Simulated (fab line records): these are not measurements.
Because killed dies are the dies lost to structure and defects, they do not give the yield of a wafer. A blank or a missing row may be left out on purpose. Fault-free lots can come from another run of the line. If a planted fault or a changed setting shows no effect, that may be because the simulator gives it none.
fab line records -- flow nand_harc
record lots=13, wafers=39, last_day=25
route steps=1159 shown P_M2@318 A_BONDPAD@1078 THIN_TSV@1136 END@1159
lots that met no fault: from a run of the same line without faults
start_h: the number of hours between the record's first day and the start of the first shown wafer of the lot -- wait_h: hours from the lot's prior step to this one -- " identical to the entry in the row above -- L1.1+2: a row that stands for several wafers -- - no value, or no start was given -- * or withheld: withheld -- < > ~ a bound
route shown NAME@n: names a module that has steps shown in the file, with the first one's number in the route -- usual: average and standard deviation across the fault-free wafers -- same: alike in all rows -- chamber/n: place in a boat -- sites: the reading at each site -- _std_site: how widely they spread, as a standard deviation -- _edge_site: the outer-site mean with the inner-site mean subtracted -- radius_mm: for every site, how far away it sits from the centre of the wafer -- mask NAME#n: copy n -- behind: the most recent tool/chamber to have shaped the wafer -- hold: cause of the lot's hold/its duration in hours/its outcome -- device: whichever transistor did not switch (one of n, p or np) -- end of line: the same wafers' tests at the end of the route -- where a step has no rows: the recipe by itself -- killed: dies lost to structure and defects at the first sort, not the wafer's yield -- map: dies across one wafer; x = killed, . = not, _ = none there
set.NAME: the setting that was run; set.NAME@STEP: the one run at that earlier step -- model.NAME: the simulator's own value behind a step, which no gauge read
route steps across a sampled set of lots; one table per step, one row per wafer
services: from which hour (start_h, from the record's first day; less than 0 if before it) a tool's chamber was out of use, for how many hours, and why
## steps
# step NHARC_P_M2_DEP_00
# recipe target_thk_a=1825, target_thk_nm=182.5, temp_c=withheld, pressure_torr=5, flow_sccm=200, rf_w=600, material=SiOC
# usual rf_fwd_power_W=598.5/1.8
lot.wafer,tool,chamber,start_h,wait_h,rf_fwd_power_W
L952.1,pecvd-04,1,125.78,-,601.4
L952.2,pecvd-04,0,125.78,-,598.8
L952.6,pecvd-04,0,125.78,-,598.2
L954.1,pecvd-04,2,130.59,-,603.7
L954.2,pecvd-04,1,130.59,-,598.2
L954.5,pecvd-04,0,130.59,-,593.5
L953.6,pecvd-04,0,131.53,-,598.5
L953.4,pecvd-04,1,131.53,-,599.7
L953.5,pecvd-04,2,131.53,-,599.2
L957.1,pecvd-04,2,157.55,-,600.0
L957.3,pecvd-04,0,157.55,-,595.1
L957.4,pecvd-04,1,157.55,-,597.3
L959.2,pecvd-02,1,166.81,-,598.3
L959.5,pecvd-02,1,166.81,-,598.2
L959.4,pecvd-02,2,166.81,-,599.8
L966.5,pecvd-02,2,204.32,-,597.9
L966.6,pecvd-02,0,204.32,-,598.0
L966.4,pecvd-02,1,204.32,-,600.7
L967.1,pecvd-02,0,222.67,-,597.4
L967.2,pecvd-02,1,222.67,-,598.0
L967.5,pecvd-02,1,222.67,-,597.6
L970.1,pecvd-01,1,233.64,0.5,598.5
L970.3,pecvd-01,0,233.64,0.5,596.9
L970.4,pecvd-01,0,233.64,0.5,598.7
L971.3,pecvd-02,2,238.94,-,599.1
L971.5,pecvd-02,1,238.94,-,598.2
L971.6,pecvd-02,2,238.94,-,596.7
L973.3,pecvd-04,2,242.06,-,596.6
L973.6,pecvd-04,1,242.06,-,596.6
L973.5,pecvd-04,2,242.06,-,595.7
L972.2,pecvd-04,1,242.99,-,596.8
L972.1,pecvd-04,2,242.99,-,597.6
L972.6,pecvd-04,1,242.99,-,595.3
L974.2,pecvd-04,0,256.55,-,600.6
L974.1,pecvd-04,2,256.55,-,598.7
L974.4,pecvd-04,1,256.55,-,598.3
L975.2,pecvd-04,0,269.87,-,598.4
L975.1,pecvd-04,2,269.87,-,598.3
L975.4,pecvd-04,1,269.87,-,593.5
# step NHARC_A_BONDPAD_CD_MEAS_13
# usual cd_nm=499.7/2.1
lot.wafer,tool,chamber,start_h,wait_h,cd_nm
L954.1,cd_sem-02,-,417.67,-,499.6
L954.2,cd_sem-02,-,417.67,-,497.4
L954.5,cd_sem-02,-,417.67,-,500.8
L953.4,cd_sem-01,-,417.95,-,501.2
L953.5,cd_sem-01,-,417.95,-,501.8
L953.6,cd_sem-01,-,417.95,-,498.9
L952.1,cd_sem-02,-,421.06,-,499.2
L952.2,cd_sem-02,-,421.06,-,497.7
L952.6,cd_sem-02,-,421.06,-,500.1
L957.3,cd_sem-01,-,432.14,-,497.9
L957.4,cd_sem-01,-,432.14,-,501.3
L959.2,cd_sem-03,-,452.57,-,503.3
L959.4,cd_sem-03,-,452.57,-,502.0
L959.5,cd_sem-03,-,452.57,-,502.4
L966.4,cd_sem-02,-,480.87,-,501.1
L966.5,cd_sem-02,-,480.87,-,502.9
L966.6,cd_sem-02,-,480.87,-,501.7
L967.1,cd_sem-02,-,519.55,-,501.3
L967.2,cd_sem-02,-,519.55,-,500.8
L967.5,cd_sem-02,-,519.55,-,498.0
L971.3,cd_sem-03,-,523.08,-,498.5
L971.5,cd_sem-03,-,523.08,-,498.4
L971.6,cd_sem-03,-,523.08,-,500.2
L972.1,cd_sem-03,-,523.62,-,493.9
L972.2,cd_sem-03,-,523.62,-,495.6
L972.6,cd_sem-03,-,523.62,-,495.2
L970.1,cd_sem-01,-,524.99,-,501.5
L970.3,cd_sem-01,-,524.99,-,500.4
L970.4,cd_sem-01,-,524.99,-,503.3
L973.3,cd_sem-01,-,528.25,-,497.6
L973.5,cd_sem-01,-,528.25,-,498.5
L973.6,cd_sem-01,-,528.25,-,502.7
L974.1,cd_sem-02,-,544.80,-,497.4
L974.2,cd_sem-02,-,544.80,-,500.6
L974.4,cd_sem-02,-,544.80,-,498.7
L975.1,cd_sem-03,-,550.72,-,502.3
L975.2,cd_sem-03,-,550.72,-,501.5
L975.4,cd_sem-03,-,550.72,-,500.1
# step NHARC_A_BONDPAD_DEGAS_25
# recipe temp_c=300, time_s=60
# usual heater_power_w=461/45, susceptor_temp_C=299.99/0.17
lot.wafer,tool,chamber,start_h,wait_h,heater_power_w,susceptor_temp_C
L954.2,pvd_sputter-03,-,418.34,-,457,299.86
L954.1,pvd_sputter-03,-,418.34,-,503,300.01
L954.5,pvd_sputter-03,-,418.34,-,481,300.03
L953.4,pvd_sputter-01,-,418.62,-,487,299.95
L953.6,pvd_sputter-01,-,418.62,-,526,299.89
L953.5,pvd_sputter-01,-,418.62,-,467,299.93
L952.1,pvd_sputter-03,-,421.71,-,454,300.28
L952.2,pvd_sputter-03,-,421.71,-,510,300.48
L952.6,pvd_sputter-03,-,421.71,-,477,299.97
L957.3,pvd_sputter-03,-,432.78,-,487,300.00
L957.4,pvd_sputter-03,-,432.78,-,379,299.95
L959.4,pvd_sputter-03,-,453.20,-,375,299.92
L959.2,pvd_sputter-03,-,453.20,-,506,299.91
L959.5,pvd_sputter-03,-,453.20,-,464,299.83
L966.4,pvd_sputter-01,-,481.49,-,494,300.14
L966.5,pvd_sputter-01,-,481.49,-,468,299.83
L966.6,pvd_sputter-01,-,481.49,-,481,299.87
L967.2,pvd_sputter-03,-,520.19,-,467,300.02
L967.1,pvd_sputter-03,-,520.19,-,471,300.04
L967.5,pvd_sputter-03,-,520.19,-,380,299.80
L971.3,pvd_sputter-03,-,523.78,-,469,-
L971.6,pvd_sputter-03,-,523.78,-,381,-
L971.5,pvd_sputter-03,-,523.78,-,490,-
L972.2,pvd_sputter-01,-,524.27,-,537,300.08
L972.1,pvd_sputter-01,-,524.27,-,481,299.65
L972.6,pvd_sputter-01,-,524.27,-,478,300.01
L970.3,pvd_sputter-03,-,525.62,-,382,300.03
L970.1,pvd_sputter-03,-,525.62,-,487,300.23
L970.4,pvd_sputter-03,-,525.62,-,478,299.82
L973.3,pvd_sputter-01,-,528.89,-,468,299.99
L973.5,pvd_sputter-01,-,528.89,-,473,300.11
L973.6,pvd_sputter-01,-,528.89,-,529,299.99
L974.2,pvd_sputter-01,-,545.42,-,540,300.02
L974.1,pvd_sputter-01,-,545.42,-,472,300.11
L974.4,pvd_sputter-01,-,545.42,-,503,300.03
L975.4,pvd_sputter-03,-,551.40,-,383,300.33
L975.1,pvd_sputter-03,-,551.40,-,481,300.14
L975.2,pvd_sputter-03,-,551.40,-,474,299.95
# step NHARC_THIN_TSV_DEGAS_53
# recipe temp_c=300, time_s=60
# usual heater_power_w=463/45, susceptor_temp_C=300.01/0.2
lot.wafer,tool,chamber,start_h,wait_h,heater_power_w,susceptor_temp_C
L954.1,pvd_sputter-01,-,445.16,0.1,492,-
L954.2,pvd_sputter-01,-,445.16,0.1,483,-
L954.5,pvd_sputter-01,-,445.16,0.1,502,-
L952.2,pvd_sputter-02,-,446.46,0.1,509,300.00
L952.1,pvd_sputter-02,-,446.46,0.1,439,299.85
L952.6,pvd_sputter-02,-,446.46,0.1,507,300.04
L953.4,pvd_sputter-01,-,449.86,0.1,505,299.95
L953.6,pvd_sputter-01,-,449.86,0.1,492,300.18
L953.5,pvd_sputter-01,-,449.86,0.1,489,299.86
L957.4,pvd_sputter-03,-,454.86,0.1,381,299.73
L957.3,pvd_sputter-03,-,454.86,0.1,447,300.09
L959.4,pvd_sputter-01,-,472.41,0.1,467,299.97
L959.2,pvd_sputter-01,-,472.41,0.1,498,300.15
L959.5,pvd_sputter-01,-,472.41,0.1,502,299.81
L966.4,pvd_sputter-01,-,498.92,0.1,491,-
L966.6,pvd_sputter-01,-,498.92,0.1,481,-
L966.5,pvd_sputter-01,-,498.92,0.1,507,-
L967.1,pvd_sputter-03,-,541.77,0.1,373,299.71
L967.2,pvd_sputter-03,-,541.77,0.1,474,300.12
L967.5,pvd_sputter-03,-,541.77,0.1,474,299.98
L971.3,pvd_sputter-03,-,544.83,0.1,459,299.72
L971.5,pvd_sputter-03,-,544.83,0.1,385,299.90
L971.6,pvd_sputter-03,-,544.83,0.1,489,300.20
L972.2,pvd_sputter-01,-,547.29,0.1,518,300.00
L972.1,pvd_sputter-01,-,547.29,0.1,504,300.08
L972.6,pvd_sputter-01,-,547.29,0.1,475,300.16
L970.3,pvd_sputter-03,-,547.97,0.1,461,299.93
L970.1,pvd_sputter-03,-,547.97,0.1,375,300.13
L970.4,pvd_sputter-03,-,547.97,0.1,467,299.66
L973.3,pvd_sputter-01,-,550.59,0.1,495,300.08
L973.6,pvd_sputter-01,-,550.59,0.1,485,299.19
L973.5,pvd_sputter-01,-,550.59,0.1,504,300.31
L974.1,pvd_sputter-03,-,564.67,0.1,474,-
L974.4,pvd_sputter-03,-,564.67,0.1,458,-
L974.2,pvd_sputter-03,-,564.67,0.1,380,-
L975.2,pvd_sputter-03,-,570.84,0.1,490,299.96
L975.1,pvd_sputter-03,-,570.84,0.1,485,299.77
L975.4,pvd_sputter-03,-,570.84,0.1,469,299.94
# step NHARC_END_SORT_01
# recipe temp_c=25
# usual defect_limited_yield=95.3/1.7, killed_at_array=28/11, killed_at_other=0.5/0.85, killed_at_periphery=2.7/1.9, killed_dies=32/12, killed_open=3.3/1.6, killed_short=2.1/1.5, sort_bin_2_pct=1.5/0.71, sort_bin_3_pct=0.25/0.23, sort_bin_4_pct=3.0/1.1, sort_n_pass=645/12, sort_rim_yield_pct=95/3.1, sort_yield_pct=95.3/1.7
# same gross_dies=677, sort_bin_5_pct[%]=0, sort_bin_6_pct[%]=0, sort_bin_7_pct[%]=0, sort_bin_8_pct[%]=0, sort_rim_n_gross=106.00
lot.wafer,tool,chamber,start_h,wait_h,defect_limited_yield[%],killed_at_array,killed_at_other,killed_at_periphery,killed_dies,killed_open,killed_short,sort_bin_2_pct[%],sort_bin_3_pct[%],sort_bin_4_pct[%],sort_n_pass,sort_rim_yield_pct[%],sort_yield_pct[%]
L957.1,prober-01,0,472.69,2.5,0,8,0,669,677,2,2,99.0,0,1.0,0,0,0
L957.3,prober-01,0,474.31,3.1,98.7,6,0,3,9,3,0,0.3,0,1.0,668,100,98.7
L957.4,prober-01,0,475.12,3.4,97.9,12,0,2,14,2,1,0.9,0,1.2,663,98,97.9
# killed by level:class
L957.1 P_M2:area_dep=669 A_STAIRCASE:chamber_film_flake=2 A_CHANNEL_FILL_D1:geometric_particle:short=1 A_WL_FILL:geometric_particle:short=1 A_CONTACT:geometric_particle:open=1 A_BLC:geometric_particle:open=1 A_CHANNEL_HOLE_D1:chamber_film_flake=1 A_CONTACT:chamber_film_flake=1
L957.3 A_ZERO_WELL:chamber_film_flake=2 A_CHANNEL_HOLE_D1:chamber_film_flake=2 P_CONTACT:geometric_particle:open=1 P_M0:geometric_particle:open=1 A_CONTACT:geometric_particle:open=1 P_STI:chamber_film_flake=1 A_M1:chamber_film_flake=1
L957.4 A_CHANNEL_HOLE_D1:chamber_film_flake=4 A_STAIRCASE:chamber_film_flake=2 A_CONTACT:chamber_film_flake=2 A_SOURCE_PLATE:geometric_particle:short=1 A_ONON_D1:geometric_particle:open=1 A_STAIRCASE:geometric_particle:open=1 P_ZERO_WELL:chamber_film_flake=1 P_STI:chamber_film_flake=1
## services
tool,chamber,start_h,hours,kind
pvd_sputter-03,-,102.00,10.0,pm
pvd_sputter-01,-,102.13,0.6,repair
pecvd-04,0,151.19,3.4,repair
pecvd-02,-,153.45,13.0,pm
pecvd-04,-,155.90,1.0,repair
pvd_sputter-01,-,158.00,10.0,pm
pecvd-02,0,183.67,6.2,repair
pecvd-04,-,195.28,13.0,pm
pecvd-02,-,213.11,1.0,repair
pecvd-04,1,227.64,5.6,repair
pvd_sputter-01,-,272.68,1.7,repair
pvd_sputter-03,-,280.00,10.0,pm
pvd_sputter-01,-,316.78,6.8,repair
pvd_sputter-01,-,336.00,10.0,pm
pecvd-04,1,349.16,6.1,repair
pvd_sputter-01,-,355.03,1.7,repair
pecvd-04,-,376.46,13.0,pm
pvd_sputter-03,-,458.00,10.0,pm
pecvd-04,-,486.68,3.1,repair
pvd_sputter-03,-,509.94,3.9,repair
pvd_sputter-01,-,514.00,10.0,pm
pecvd-04,1,542.89,2.0,repair
pvd_sputter-01,-,553.47,0.7,repair
pecvd-04,-,557.46,13.0,pm
## key
first_sign step=NHARC_END_SORT_01, reading=killed_at_periphery, direction=up, sigmas=99+, usual=2.7, struck=669
effect step=NHARC_END_SORT_01, reading=sort_bin_2_pct, direction=up, sigmas=99+, usual=1.5, struck=99.0
more_kills_born_at NHARC_P_M2_DEP_00@pecvd-04=669
met_at NHARC_P_M2_DEP_00
struck_lots L957
struck_wafers L957.1
later_rows_left_out L957.1
not_acting_at NHARC_A_BONDPAD_CD_MEAS_13,NHARC_A_BONDPAD_DEGAS_25,NHARC_THIN_TSV_DEGAS_53
onset_between 131.53 157.55
fault kind=process_parameter_drift, tool=pecvd-04, chamber=-, onset_h=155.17, steps=NHARC_P_M2_DEP_00, channel=target_thk_nm, offset=61.035, shape=step, end_h=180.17, scope=struck_wafers_only, acts_in=these_recipes_only, stated=182.5
# later_rows_left_out: the simulator's readings of these wafers behind a module that went badly wrong aren't trusted and aren't shown, but for the sort
